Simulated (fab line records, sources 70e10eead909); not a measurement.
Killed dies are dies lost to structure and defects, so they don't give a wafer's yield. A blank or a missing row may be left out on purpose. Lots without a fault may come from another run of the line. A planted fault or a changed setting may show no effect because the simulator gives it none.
Chamber matching | flow nand_harc | NHARC_A_CONTACT_DEP_24 on pecvd-01: 3 sister chambers
The step deposits SiO2, target thk 500 nm. 6 wafers are shown with their chamber, then 10 later ones without.

WAFERS WITH THEIR CHAMBER
wafer  | chamber | throttle_valve_pct (%) | heater_power_w (W)
L084.3 | 1       | 16.4                   | 550
L083.2 | 1       | 16.4                   | 555
L083.3 | 2       | 15.2                   | 587
L083.5 | 0       | 17.0                   | 447
L085.2 | 2       | 15.3                   | 455
L085.3 | 0       | 16.9                   | 423

WAFERS WITHOUT THEIR CHAMBER
wafer  | throttle_valve_pct (%) | heater_power_w (W)
L085.5 | 16.3                   | 596
L088.2 | 15.3                   | 582
L088.3 | 16.8                   | 452
L088.6 | 17.0                   | 483
L092.1 | 17.0                   | 491
L092.4 | 16.4                   | 542
L092.5 | 16.9                   | 501
L093.1 | 15.5                   | 545
L093.5 | 15.2                   | 454
L093.6 | 15.8                   | 563

WHICH CHAMBER EACH WENT THROUGH
wafer  | from the rows above     | in truth
L085.5 | 1                       | 1
L088.2 | 2                       | 2
L088.3 | 0                       | 0
L088.6 | 0                       | 0
L092.1 | 0                       | 0
L092.4 | 1                       | 1
L092.5 | 0                       | 0
L093.1 | 2                       | 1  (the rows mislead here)
L093.5 | 2                       | 2
L093.6 | can't be placed: 2 or 1 | 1
Placed correctly: 8 of 10. Can't be placed from these rows: 1 (the true chamber is among the candidates in 1). Placed wrongly: 1.
How it was worked out, from the rows above alone: a wafer's distance from a chamber is the root of the sum, over the readings, of the square of ((its reading less the chamber's mean) divided by the reading's scatter). The wafer belongs to the nearest chamber; if the next one is less than 2 further off, it can't be placed. A chamber's mean is the mean of its shown wafers. The scatter: the root of (the sum of the squares of (reading less its chamber's mean) over the shown wafers, divided by (wafers less chambers)).
